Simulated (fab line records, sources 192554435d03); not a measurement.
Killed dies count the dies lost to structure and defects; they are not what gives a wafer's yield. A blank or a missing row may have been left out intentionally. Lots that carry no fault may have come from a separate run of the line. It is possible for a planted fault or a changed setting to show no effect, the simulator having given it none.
fab line records + flow n5_finfet
record
- lots=6
- wafers=18
- last_day=17
route steps=1938 shown HKMG_FIN@454 GATE_CUT@465 BEOL_M4@1111 PASSIVATION@1936
lots untouched by any fault: they come from a run of this same line in which no faults occurred
start_h: the number of hours between the record's first day and the start of the first shown wafer of the lot + wait_h: hours elapsed since this lot's preceding step + " as in the row above + L1.1+2: several wafers, shown together as one row + - no value, or no start given + * or withheld: withheld + < > ~ a bound
route shown NAME@n: a module of which the file shows steps, and the number in the route of the first + usual: average and standard deviation across the fault-free wafers + same: alike in all rows + chamber/n: place in a boat + sites: readings site by site + _std_site: their standard deviation + _edge_site: the outer-site mean with the inner-site mean subtracted + radius_mm: for every site, how far away it sits from the centre of the wafer + mask NAME#n: copy n + behind: tool/chamber where the wafer was last shaped + hold: why the lot went on hold/how many hours it stayed there/how the hold came to an end + device: transistor that didn't switch, given as n, p or np + end of line: the tests these same wafers got at the end of their route + for a step that has no rows: nothing shown but its recipe + killed: dies that structure and defects cost at the first sort, which is not the same as the wafer's yield + map: dies across one wafer; x = killed, . = not, _ = none there
set.NAME: setting as actually run; set.NAME@STEP: the setting as run at that earlier step + model.NAME: the simulator's own value behind a step, which no gauge read
lots seen at some steps along the route; tables by step, rows by wafer
services: when a tool's chamber went out of use (start_h, in hours from the record's first day, below 0 if earlier), for how many hours, and the reason
## steps
# step N5_HKMG_FIN_ETCHBACK_68
# recipe
- chemistry=Cl2/Ar
- stop_on=HfO2
- target_depth_a=5
- pressure_mtorr=10
- icp_w=600
- bias_w=60
- Cl2_flow_sccm=40
- Ar_flow_sccm=60
# usual
- drypump_motor_current_A=6.0/0.38
- oes_product_au=0.72/0.097
- throttle_valve_pct=20.90/0.26
| lot.wafer | tool         | chamber | start_h | wait_h | drypump_motor_current_A | oes_product_au | rf_hours_counter_h | throttle_valve_pct |
|-----------|--------------|---------|---------|--------|-------------------------|----------------|--------------------|--------------------|
| L828.1    | rie_metal-02 | 1       | 157.94  | 0.0    | 6.0                     | 0.86           | 13                 | 20.82              |
| L828.3    | "            | 0       | "       | "      | 5.9                     | 0.63           | -                  | 21.22              |
| L828.6    | "            | 0       | "       | "      | 5.9                     | 0.63           | -                  | 21.22              |
| L829.1    | rie_metal-03 | 1       | 162.35  | 0.0    | 6.4                     | 0.72           | 57                 | 21.15              |
| L829.4    | "            | 0       | "       | "      | 5.3                     | 0.55           | -                  | 20.83              |
| L829.5    | "            | 1       | "       | "      | 6.4                     | 0.73           | -                  | 21.13              |
| L832.1    | rie_metal-01 | 0       | 179.78  | 0.0    | 6.2                     | 0.66           | 96                 | 21.01              |
| L832.3    | "            | 1       | "       | "      | 6.3                     | 0.82           | -                  | 20.47              |
| L832.5    | "            | 1       | "       | "      | 6.3                     | 0.83           | -                  | 20.47              |
| L833.1    | rie_metal-02 | 1       | 185.47  | 0.0    | 5.9                     | 0.85           | 16                 | 20.83              |
| L833.3    | "            | 1       | "       | "      | 6.0                     | 0.85           | -                  | 20.84              |
| L833.6    | "            | 0       | "       | "      | 6.0                     | 0.63           | -                  | 21.21              |
| L834.1    | rie_metal-03 | 1       | 191.80  | 0.0    | 6.4                     | 0.72           | 60                 | 21.16              |
| L834.5    | "            | 1       | "       | "      | 6.4                     | 0.71           | -                  | 21.15              |
| L834.6    | "            | 0       | "       | "      | 5.3                     | 0.64           | -                  | 20.70              |
| L837.1    | rie_metal-02 | 1       | 210.10  | 0.0    | 6.0                     | 0.85           | 18                 | 20.83              |
| L837.4    | "            | 0       | "       | "      | 5.9                     | 0.63           | -                  | 21.22              |
| L837.6    | "            | 1       | "       | "      | 6.0                     | 0.84           | -                  | 20.85              |
# step N5_HKMG_FIN_STRIP_69
# recipe
- chemistry=N2/H2
- power_w=2500
- temp_c=300
- h2_frac=0.65
- time_s=360
- pressure_mtorr=withheld
- n2_flow_sccm=1750
- h2_flow_sccm=3250
# step N5_HKMG_FIN_ALD_21
# recipe
- material=TiN
- target_thk_a=15
- temp_c=400
- ald_precursor_family=TiCl4
- ald_co_reactant=NH3
- pulse_time_s=1
- purge_time_s=3
- co_reactant_purge_time_s=2
- co_reactant_pulse_time_s=2
- ald_cycles=68
- pressure_torr=3
# usual
- heater_power_w=843/120
- precursor_pulse_height_rel=1.005/0.02
# same
- co_reactant_pulse_time_s=2
| lot.wafer | tool         | chamber | start_h | wait_h | heater_power_w | precursor_pulse_height_rel |
|-----------|--------------|---------|---------|--------|----------------|----------------------------|
| L828.1    | ald_metal-04 | 2       | 158.46  | 0.3    | 848            | 0.998                      |
| L828.3    | "            | 1       | "       | "      | 816            | 1.001                      |
| L828.6    | "            | 3       | "       | "      | 924            | 0.982                      |
| L829.1    | ald_metal-01 | 2       | 162.88  | 0.3    | 621            | 1.002                      |
| L829.4    | "            | 3       | "       | "      | 982            | 1.011                      |
| L829.5    | "            | 1       | "       | "      | 910            | 1.059                      |
| L832.1    | ald_metal-04 | 2       | 180.60  | 0.3    | 860            | 1.041                      |
| L832.3    | "            | 1       | "       | "      | 812            | 1.003                      |
| L832.5    | "            | 0       | "       | "      | 950            | 1.012                      |
| L833.1    | ald_metal-01 | 3       | 186.00  | 0.3    | 998            | 1.008                      |
| L833.3    | "            | 1       | "       | "      | 889            | 0.980                      |
| L833.6    | "            | 2       | "       | "      | 626            | 1.028                      |
| L834.1    | ald_metal-04 | 2       | 192.33  | 0.3    | 844            | 1.036                      |
| L834.5    | "            | 1       | "       | "      | 810            | 0.981                      |
| L834.6    | "            | 2       | "       | "      | 833            | 1.017                      |
| L837.1    | ald_metal-01 | 2       | 210.62  | 0.3    | 641            | 0.978                      |
| L837.4    | "            | 0       | "       | "      | 699            | 1.041                      |
| L837.6    | "            | 3       | "       | "      | 984            | 0.980                      |
# step N5_HKMG_FIN_ALD_72
# recipe
- material=W
- target_thk_a=20
- temp_c=300
- pressure_torr=7.5
- ald_precursor_family=WF6
- ald_co_reactant=B2H6
- pulse_time_s=1
- purge_time_s=2
- co_reactant_purge_time_s=2
- co_reactant_pulse_time_s=3
- ald_cycles=7
# usual
- heater_power_w=511/68
- precursor_pulse_height_rel=1.000/0.022
# same
- co_reactant_pulse_time_s=3
| lot.wafer | tool     | chamber | start_h | wait_h | heater_power_w | precursor_pulse_height_rel |
|-----------|----------|---------|---------|--------|----------------|----------------------------|
| L828.1    | cvd_w-02 | 0       | 158.83  | 0.2    | 479            | 0.969                      |
| L828.3    | "        | 1       | "       | "      | 473            | 1.028                      |
| L828.6    | "        | 0       | "       | "      | 465            | 1.013                      |
| L829.1    | cvd_w-02 | 0       | 163.24  | 0.2    | 468            | 1.029                      |
| L829.4    | "        | 0       | "       | "      | 463            | 1.026                      |
| L829.5    | "        | 0       | "       | "      | 471            | 0.981                      |
| L832.1    | cvd_w-02 | 0       | 180.96  | 0.2    | 473            | 0.964                      |
| L832.3    | "        | 1       | "       | "      | 479            | 0.991                      |
| L832.5    | "        | 1       | "       | "      | 464            | 0.975                      |
| L833.1    | cvd_w-01 | 1       | 186.36  | 0.2    | 482            | 1.013                      |
| L833.3    | "        | 0       | "       | "      | 624            | 0.980                      |
| L833.6    | "        | 1       | "       | "      | 477            | 1.019                      |
| L834.1    | cvd_w-02 | 0       | 192.69  | 0.2    | 465            | 1.037                      |
| L834.5    | "        | 1       | "       | "      | 480            | 1.003                      |
| L834.6    | "        | 0       | "       | "      | 473            | 0.974                      |
| L837.1    | cvd_w-02 | 0       | 210.99  | 0.2    | 467            | 0.978                      |
| L837.4    | "        | 1       | "       | "      | 464            | 1.034                      |
| L837.6    | "        | 0       | "       | "      | 463            | 1.029                      |
# step N5_HKMG_FIN_W_FILL_22
# recipe
- material=W
- target_thk_a=600
- temp_c=400
- pressure_torr=39.4
- time_s=18.2
# step N5_HKMG_FIN_PRECLEAN_83
# recipe
- chemistry=DIW
- time_s=57.5
- temp_c=23
# step N5_HKMG_FIN_SRD_84
# recipe
- dry_time_s=32
- dry=n2_spin
- spin_rpm=1500
# step N5_HKMG_FIN_CMP_23
# recipe
- stop_on=SiNx
- t_overpolish_s=10
- post_cmp_clean=rinse_only
- down_force_psi=4
- platen_rpm=50.289
- pad_velocity_m_s=1.0006
- target_thk_nm=46.326
# usual
- edge_zone_pressure_frac=1.000/0.0049
- motor_current_A=12.7/1
- overpolish_run_s=9.999/0.0089
- pad_life_wafers=1092/550
- retaining_ring_pressure_frac=1.001/0.0047
- slurry_flow_ml_min=150.1/0.46
- time_to_endpoint_s=10.6/2.7
| lot.wafer | tool   | chamber | start_h | wait_h | edge_zone_pressure_frac | motor_current_A | overpolish_run_s | pad_life_wafers | retaining_ring_pressure_frac | slurry_flow_ml_min | time_to_endpoint_s |
|-----------|--------|---------|---------|--------|-------------------------|-----------------|------------------|-----------------|------------------------------|--------------------|--------------------|
| L828.1    | cmp-01 | 2       | 159.08  | 0.1    | 1.002                   | 12.8            | 9.997            | 1249            | 0.996                        | 150.2              | 8.0                |
| L828.3    | "      | 0       | "       | "      | 1.000                   | 10.3            | 10.002           | 1251            | 1.002                        | 150.7              | 13.0               |
| L828.6    | "      | 1       | "       | "      | 0.992                   | 12.8            | 9.998            | -               | 0.998                        | 150.3              | 9.7                |
| L829.1    | cmp-03 | 2       | 163.41  | 0.0    | 1.006                   | 13.0            | 10.015           | 1626            | 1.007                        | 150.4              | 11.7               |
| L829.4    | "      | 1       | "       | "      | 0.991                   | 13.7            | 10.005           | 1629            | 0.995                        | 150.1              | 8.3                |
| L829.5    | "      | 2       | "       | "      | 1.003                   | 12.3            | 10.014           | -               | 1.001                        | 149.8              | 12.9               |
| L832.3    | cmp-04 | 1       | 181.21  | 0.1    | 1.004                   | 11.3            | 9.989            | 901             | 0.994                        | 150.2              | 8.8                |
| L832.1    | "      | 2       | "       | "      | 1.002                   | 12.5            | 9.990            | 902             | 1.000                        | 150.2              | 7.6                |
| L832.5    | "      | 1       | "       | "      | 0.996                   | 10.9            | 10.001           | -               | 0.990                        | 149.8              | 9.2                |
| L833.1    | cmp-01 | 0       | 186.53  | 0.0    | 0.996                   | 10.1            | 10.001           | 1470            | 1.004                        | 150.2              | 14.7               |
| L833.3    | "      | 2       | "       | "      | 1.005                   | 12.6            | 10.007           | 1472            | 1.007                        | 149.6              | 11.7               |
| L833.6    | "      | 1       | "       | "      | 1.003                   | 12.2            | 9.999            | -               | 1.004                        | 149.7              | 12.9               |
| L834.1    | cmp-03 | 2       | 192.86  | 0.0    | 0.992                   | 12.5            | 9.995            | 1860            | 1.003                        | 149.2              | 14.1               |
| L834.5    | "      | 2       | "       | "      | 0.996                   | 12.5            | 9.999            | -               | 1.003                        | 150.0              | 14.4               |
| L834.6    | "      | 3       | "       | "      | 0.999                   | 13.4            | 10.006           | -               | 1.007                        | 149.6              | 13.9               |
| L837.1    | cmp-01 | 1       | 211.16  | 0.0    | 1.002                   | 13.0            | 9.989            | 1638            | 1.004                        | 150.0              | 11.3               |
| L837.4    | "      | 2       | "       | "      | 1.006                   | 12.9            | 9.988            | 1639            | 1.009                        | 151.3              | 5.2                |
| L837.6    | "      | 2       | "       | "      | 1.004                   | 12.1            | 9.997            | -               | 1.001                        | 150.0              | 6.9                |
# step N5_HKMG_FIN_CMP_94
# recipe
- stop_on=SiNx
- post_cmp_clean=w_dilute_nh4oh
- t_overpolish_s=4.7
- down_force_psi=4
- platen_rpm=50.289
- pad_velocity_m_s=1.0006
- target_thk_nm=43.299
# step N5_HKMG_FIN_INSPECT_28
# recipe
- inspect_instrument=darkfield
- mode=post_cmp
# usual
- raw_defect_count=41/14
| lot.wafer | tool              | chamber | start_h | wait_h | raw_defect_count |
|-----------|-------------------|---------|---------|--------|------------------|
| L828.1    | defect_inspect-01 | -       | 159.71  | 0.0    | 27               |
| L828.3    | "                 | -       | "       | "      | 59               |
| L828.6    | "                 | -       | "       | "      | 37               |
| L829.1    | defect_inspect-02 | -       | 164.12  | 0.0    | 77               |
| L829.4    | "                 | -       | "       | "      | 47               |
| L829.5    | "                 | -       | "       | "      | 52               |
| L832.1    | defect_inspect-01 | -       | 181.84  | 0.0    | 36               |
| L832.3    | "                 | -       | "       | "      | 35               |
| L832.5    | "                 | -       | "       | "      | 27               |
| L833.1    | defect_inspect-02 | -       | 187.25  | 0.0    | 56               |
| L833.3    | "                 | -       | "       | "      | 66               |
| L833.6    | "                 | -       | "       | "      | 29               |
| L834.1    | defect_inspect-02 | -       | 193.57  | 0.0    | 28               |
| L834.5    | "                 | -       | "       | "      | 42               |
| L834.6    | "                 | -       | "       | "      | 35               |
| L837.1    | defect_inspect-02 | -       | 211.87  | 0.0    | 72               |
| L837.4    | "                 | -       | "       | "      | 45               |
| L837.6    | "                 | -       | "       | "      | 31               |
# step N5_GATE_CUT_ETCHBACK_00
# recipe
- chemistry=SF6/Cl2
- target=W
- pressure_mtorr=8
- icp_w=900
- bias_w=80
- SF6_flow_sccm=40
- Cl2_flow_sccm=60
# step N5_GATE_CUT_ETCH_56
# recipe
- chemistry=Cl2/Ar
- target=TiN
- target_depth_a=216
- pressure_mtorr=10
- icp_w=600
- bias_w=60
- Cl2_flow_sccm=40
- Ar_flow_sccm=60
# usual
- drypump_motor_current_A=6.1/0.34
- oes_product_au=0.73/0.09
- throttle_valve_pct=20.87/0.28
| lot.wafer | tool         | chamber | start_h | wait_h | drypump_motor_current_A | oes_product_au | rf_hours_counter_h | throttle_valve_pct | model.etch.depth_nm |
|-----------|--------------|---------|---------|--------|-------------------------|----------------|--------------------|--------------------|---------------------|
| L828.1    | rie_metal-03 | 0       | 159.86  | 0.1    | 5.3                     | 0.64           | 108                | 20.69              | 21.75               |
| L828.3    | "            | 1       | "       | "      | 6.4                     | 0.73           | -                  | 21.14              | 21.47               |
| L828.6    | "            | 0       | "       | "      | 5.3                     | 0.65           | -                  | 20.68              | 21.87               |
| L829.1    | rie_metal-02 | 0       | 164.28  | 0.1    | 5.9                     | 0.63           | 117                | 21.19              | 21.35               |
| L829.4    | "            | 0       | "       | "      | 5.9                     | 0.63           | -                  | 21.21              | 21.31               |
| L829.5    | "            | 1       | "       | "      | 6.0                     | 0.87           | -                  | 20.83              | 21.75               |
| L832.1    | rie_metal-02 | 0       | 182.00  | 0.1    | 5.9                     | 0.63           | 118                | 21.22              | 21.18               |
| L832.3    | "            | 1       | "       | "      | 5.9                     | 0.86           | -                  | 20.82              | 21.81               |
| L832.5    | "            | 0       | "       | "      | 5.9                     | 0.84           | -                  | 20.87              | 32.8                |
| L833.1    | rie_metal-01 | 1       | 187.40  | 0.1    | 6.3                     | 0.82           | 21                 | 20.44              | 20.85               |
| L833.3    | "            | 1       | "       | "      | 6.3                     | 0.82           | -                  | 20.44              | 20.92               |
| L833.6    | "            | 1       | "       | "      | 6.3                     | 0.82           | -                  | 20.46              | 20.85               |
| L834.1    | rie_metal-02 | 0       | 193.73  | 0.1    | 5.9                     | 0.63           | 119                | 21.21              | 21.53               |
| L834.5    | "            | 0       | "       | "      | 5.9                     | 0.85           | -                  | 20.86              | 33.47               |
| L834.6    | "            | 1       | "       | "      | 6.0                     | 1.16           | -                  | 20.46              | 34.04               |
| L837.1    | rie_metal-01 | 1       | 212.02  | 0.1    | 6.3                     | 0.81           | 23                 | 20.45              | 20.86               |
| L837.4    | "            | 1       | "       | "      | 6.3                     | 0.81           | -                  | 20.46              | 20.85               |
| L837.6    | "            | 1       | "       | "      | 6.3                     | 0.81           | -                  | 20.49              | 20.74               |
# step N5_GATE_CUT_ETCHBACK_30
# recipe
- chemistry=Cl2/Ar
- target=TiN
- target_depth_a=30
- mode=isotropic
- pressure_mtorr=10
- icp_w=600
- bias_w=60
- Cl2_flow_sccm=40
- Ar_flow_sccm=60
# usual
- drypump_motor_current_A=6.1/0.34
- oes_product_au=0.73/0.09
- throttle_valve_pct=20.87/0.28
| lot.wafer | tool         | chamber | start_h | wait_h | drypump_motor_current_A | oes_product_au | rf_hours_counter_h | throttle_valve_pct |
|-----------|--------------|---------|---------|--------|-------------------------|----------------|--------------------|--------------------|
| L828.1    | rie_metal-03 | 0       | 159.95  | 0.1    | 5.3                     | 0.64           | 108                | 20.68              |
| L828.3    | "            | 1       | "       | "      | 6.4                     | 0.73           | -                  | 21.15              |
| L828.6    | "            | 0       | "       | "      | 5.3                     | 0.64           | -                  | 20.68              |
| L829.1    | rie_metal-02 | 0       | 164.37  | 0.1    | 5.9                     | 0.62           | 117                | 21.21              |
| L829.4    | "            | 0       | "       | "      | 5.9                     | 0.63           | -                  | 21.20              |
| L829.5    | "            | 1       | "       | "      | 5.9                     | 0.86           | -                  | 20.82              |
| L832.1    | rie_metal-02 | 0       | 182.09  | 0.1    | 5.9                     | 0.63           | 118                | 21.20              |
| L832.3    | "            | 1       | "       | "      | 6.0                     | 0.85           | -                  | 20.81              |
| L832.5    | "            | 0       | "       | "      | 5.9                     | 0.64           | -                  | 21.20              |
| L833.1    | rie_metal-01 | 1       | 187.49  | 0.1    | 6.3                     | 0.82           | 21                 | 20.45              |
| L833.3    | "            | 1       | "       | "      | 6.3                     | 0.82           | -                  | 20.44              |
| L833.6    | "            | 1       | "       | "      | 6.3                     | 0.83           | -                  | 20.45              |
| L834.1    | rie_metal-02 | 0       | 193.82  | 0.1    | 5.9                     | 0.63           | 119                | 21.20              |
| L834.5    | "            | 0       | "       | "      | 5.9                     | 0.63           | -                  | 21.20              |
| L834.6    | "            | 1       | "       | "      | 5.9                     | 0.85           | -                  | 20.81              |
| L837.1    | rie_metal-01 | 1       | 212.11  | 0.1    | 6.3                     | 0.82           | 23                 | 20.44              |
| L837.4    | "            | 1       | "       | "      | 6.3                     | 0.83           | -                  | 20.45              |
| L837.6    | "            | 1       | "       | "      | 6.3                     | 0.82           | -                  | 20.46              |
# step N5_BEOL_M4_RC_MEAS_101
# usual
- DIBL_N=36.5/2
- DIBL_P=36.5/2.3
- IOFF_N=0.16/0.036
- IOFF_P=0.21/0.037
- ION_N=672/12
- ION_P=459/7.1
- SS_N=71.6/0.73
- SS_P=73.4/0.76
- VT_N=250/3.3
- VT_P=-250.5/2.9
| lot.wafer | tool      | chamber | start_h | wait_h | DIBL_N[mV/V] | DIBL_P[mV/V] | IOFF_N[nA/um] | IOFF_P[nA/um] | ION_N[uA/um] | ION_P[uA/um] | SS_N[mV/dec] | SS_P[mV/dec] | VT_N[mV] | VT_P[mV] |
|-----------|-----------|---------|---------|--------|--------------|--------------|---------------|---------------|--------------|--------------|--------------|--------------|----------|----------|
| L829.1    | prober-02 | 0       | 257.60  | 0.0    | 40.6         | 41.6         | 0.23          | 0.31          | 680          | 466          | 72.2         | 74.7         | 245      | -246.1   |
| L829.4    | "         | 0       | "       | "      | 40.2         | 39.0         | 0.21          | 0.25          | 649          | 444          | 73.9         | 73.9         | 249      | -250.4   |
| L829.5    | "         | 0       | "       | "      | 37.8         | 38.2         | 0.16          | 0.24          | 648          | 452          | 72.4         | 73.2         | 254      | -251.2   |
| L828.1    | prober-01 | 0       | 259.25  | 0.0    | 38.0         | 39.0         | 0.22          | 0.24          | 690          | 463          | 72.4         | 74.0         | 246      | -248.6   |
| L828.3    | "         | 0       | "       | "      | 35.1         | 36.7         | 0.16          | 0.21          | 676          | 462          | 71.2         | 73.1         | 249      | -248.9   |
| L828.6    | "         | 0       | "       | "      | 37.5         | 37.8         | 0.18          | 0.23          | 654          | 450          | 72.8         | 73.5         | 251      | -250.7   |
| L833.1    | prober-02 | 0       | 274.13  | 0.0    | 34.9         | 33.7         | 0.13          | 0.20          | 664          | 466          | 71.1         | 72.7         | 253      | -248.9   |
| L833.3    | "         | 0       | "       | "      | 37.1         | 35.2         | 0.15          | 0.22          | 654          | 449          | 71.9         | 72.9         | 255      | -250.1   |
| L833.6    | "         | 0       | "       | "      | 36.9         | 36.0         | 0.16          | 0.24          | 681          | 473          | 71.1         | 73.3         | 250      | -245.5   |
| L832.1    | prober-01 | 0       | 280.17  | 0.0    | 36.2         | 34.6         | 0.16          | 0.19          | 672          | 456          | 71.8         | 74.1         | 247      | -253.7   |
| L832.3    | "         | 0       | "       | "      | 34.5         | 32.5         | 0.12          | 0.16          | 665          | 454          | 71.2         | 72.4         | 255      | -256.7   |
| L832.5    | "         | 0       | "       | "      | 35.0         | 33.4         | 0.13          | 0.17          | 671          | 459          | 70.8         | 72.3         | 249      | -251.9   |
| L834.1    | prober-02 | 0       | 296.59  | 0.0    | 35.8         | 37.0         | 0.17          | 0.20          | 682          | 463          | 71.3         | 73.9         | 250      | -251.0   |
| L834.5    | "         | 0       | "       | "      | 35.6         | 37.3         | 0.17          | 0.21          | 678          | 469          | 71.5         | 73.3         | 248      | -248.7   |
| L834.6    | "         | 0       | "       | "      | 33.9         | 34.6         | 0.13          | 0.17          | 667          | 456          | 71.1         | 73.0         | 252      | -255.2   |
| L837.1    | prober-01 | 0       | 309.25  | 0.0    | 37.3         | 40.0         | 0.21          | 0.28          | 689          | 471          | 71.6         | 74.9         | 245      | -244.4   |
| L837.4    | "         | 0       | "       | "      | 38.8         | 39.3         | 0.26          | 0.27          | 668          | 460          | 73.0         | 74.5         | 246      | -246.3   |
| L837.6    | "         | 0       | "       | "      | 36.9         | 38.2         | 0.20          | 0.26          | 683          | 466          | 71.9         | 73.5         | 247      | -247.0   |
# step N5_PASSIVATION_PROBE_49
# usual
- defect_limited_yield=91.4/1.4
- killed_at_M0_to_M3=33/11
- killed_at_M4_up=13/5.3
- killed_at_contacts=13/6.1
- killed_at_front_end=40/11
- killed_at_other=2.9/2.7
- killed_dies=102/17
- killed_on_rim=14/4.2
- killed_open=68/13
- killed_short=32/7.5
- sort_bin_5_function=5.1/0.98
- sort_bin_6_memory=3.2/0.69
- sort_bin_8_speed=0.1/1.1
- sort_n_pass=1077/21
- sort_yield_pct=91.3/1.7
# same
- gross_dies=1180
- killed_at_back_side=0
- sort_bin_4_leakage[%]=0
| lot.wafer | tool      | chamber | start_h | wait_h | defect_limited_yield[%] | killed_at_M0_to_M3 | killed_at_M4_up | killed_at_contacts | killed_at_front_end | killed_at_other | killed_dies | killed_on_rim | killed_open | killed_short | sort_bin_5_function[%] | sort_bin_6_memory[%] | sort_bin_8_speed[%] | sort_n_pass | sort_yield_pct[%] |
|-----------|-----------|---------|---------|--------|-------------------------|--------------------|-----------------|--------------------|---------------------|-----------------|-------------|---------------|-------------|--------------|------------------------|----------------------|---------------------|-------------|-------------------|
| L833.1    | prober-02 | -       | 395.48  | 0.0    | 88.9                    | 33                 | 15              | 23                 | 59                  | 1               | 131         | 14            | 77          | 53           | 7.0                    | 3.7                  | 0                   | 1049        | 88.9              |
| L833.3    | prober-02 | -       | 395.58  | 0.1    | 92.5                    | 13                 | 15              | 9                  | 51                  | 1               | 89          | 19            | 54          | 31           | 4.8                    | 2.5                  | 0                   | 1091        | 92.5              |
| L833.6    | prober-02 | -       | 395.73  | 0.3    | 90.8                    | 21                 | 10              | 21                 | 56                  | 0               | 108         | 11            | 64          | 41           | 4.7                    | 4.0                  | 0                   | 1072        | 90.8              |
| L832.1    | prober-01 | -       | 399.58  | 0.0    | 89.2                    | 62                 | 24              | 10                 | 31                  | 1               | 128         | 15            | 86          | 42           | 6.4                    | 4.0                  | 0                   | 1052        | 89.2              |
| L834.1    | prober-01 | -       | 414.89  | 0.0    | 90.0                    | 63                 | 11              | 9                  | 31                  | 4               | 118         | 11            | 78          | 39           | 6.6                    | 3.1                  | 0                   | 1062        | 90.0              |
| L834.5    | prober-01 | -       | 415.09  | 0.2    | 91.7                    | 29                 | 16              | 5                  | 47                  | 1               | 98          | 11            | 66          | 31           | 4.7                    | 3.6                  | 0                   | 1082        | 91.7              |
| L834.6    | prober-01 | -       | 415.14  | 0.3    | 94.4                    | 15                 | 12              | 10                 | 28                  | 1               | 66          | 12            | 43          | 22           | 3.9                    | 1.4                  | 0                   | 1114        | 94.4              |
# killed by level:class
L833.1 FIN_SAQP:geometric_particle:short=15 MOL_CONTACT_COAG:geometric_particle:open=13 BEOL_M0_SAQP:geometric_particle:short=11 GATE_CUT:geometric_particle:short=10 MOL_CONTACT_COAG:geometric_particle:short=9 BEOL_M4:geometric_particle:open=9 BEOL_M0_SAQP:geometric_particle:open=8 BEOL_M3:geometric_particle:open=8
L833.3 STI_FIN_REVEAL:geometric_particle:open=11 BEOL_M4:geometric_particle:open=9 FIN_SAQP:geometric_particle:open=8 GATE_CUT:geometric_particle:short=6 FIN_SAQP:geometric_particle:short=5 STARTING-WAFER:geometric_particle:short=5 MOL_CONTACT_COAG:geometric_particle:open=5 STI_FIN_REVEAL:geometric_particle:short=4
L833.6 STI_FIN_REVEAL:geometric_particle:open=18 FIN_SAQP:geometric_particle:short=15 MOL_CONTACT_COAG:geometric_particle:open=13 FIN_SAQP:geometric_particle:open=8 MOL_CONTACT_COAG:geometric_particle:short=7 BEOL_M1:geometric_particle:open=7 BEOL_M3:geometric_particle:open=5 BEOL_M4:geometric_particle:open=5
L832.1 BEOL_M0_SAQP:geometric_particle:short=15 BEOL_M0_SAQP:geometric_particle:open=15 MOL_CONTACT_COAG:geometric_particle:open=9 BEOL_M3:geometric_particle:open=9 BEOL_M4:geometric_particle:open=9 FIN_SAQP:geometric_particle:open=8 STI_FIN_REVEAL:geometric_particle:open=8 BEOL_M2:geometric_particle:open=7
L834.1 BEOL_M0_SAQP:geometric_particle:open=15 BEOL_M1:geometric_particle:open=14 BEOL_M2:geometric_particle:open=13 BEOL_M0_SAQP:geometric_particle:short=11 MOL_CONTACT_COAG:geometric_particle:open=7 FIN_SAQP:geometric_particle:open=6 FIN_SAQP:geometric_particle:short=5 GATE_CUT:geometric_particle:short=5
L834.5 FIN_SAQP:geometric_particle:open=22 BEOL_M4:geometric_particle:open=10 BEOL_M0_SAQP:geometric_particle:short=9 BEOL_M0_SAQP:geometric_particle:open=7 GATE_CUT:geometric_particle:open=6 FIN_SAQP:geometric_particle:short=4 MOL_CONTACT_COAG:geometric_particle:open=4 STARTING-WAFER:geometric_particle:short=4
L834.6 MOL_CONTACT_COAG:geometric_particle:open=10 FIN_SAQP:geometric_particle:open=5 STI_FIN_REVEAL:geometric_particle:open=5 BEOL_M2:geometric_particle:open=4 STI_FIN_REVEAL:geometric_particle:short=3 ILD0:geometric_particle:short=3 GATE_CUT:geometric_particle:short=3 BEOL_M0_SAQP:geometric_particle:short=3
## services
| tool         | chamber | start_h | hours | kind   |
|--------------|---------|---------|-------|--------|
| rie_metal-02 | -       | 140.17  | 10.0  | pm     |
| cvd_w-02     | -       | 141.69  | 2.8   | pm     |
| cmp-03       | -       | 150.91  | 0.5   | repair |
| cmp-04       | -       | 182.02  | 4.5   | repair |
| cvd_w-02     | 0       | 194.73  | 4.2   | repair |
| cvd_w-01     | -       | 204.95  | 2.8   | pm     |
## key
first_sign
- step=N5_GATE_CUT_ETCH_56
- reading=oes_product_au
- direction=up
- sigmas=2.4
- usual=0.73
- struck=0.95
effect none on later readings
model_effect
- step=N5_GATE_CUT_ETCH_56
- value=etch.depth_nm
- without=21.62
- struck=33.44
met_at N5_GATE_CUT_ETCH_56
struck_wafers L832.5,L834.5,L834.6
onset_between 164.28 182.00
fault
- kind=process_parameter_drift
- tool=rie_metal-02
- chamber=-
- onset_h=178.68
- steps=N5_GATE_CUT_ETCH_56
- channel=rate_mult
- offset=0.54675
- shape=step
- end_h=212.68
- scope=struck_wafers_only
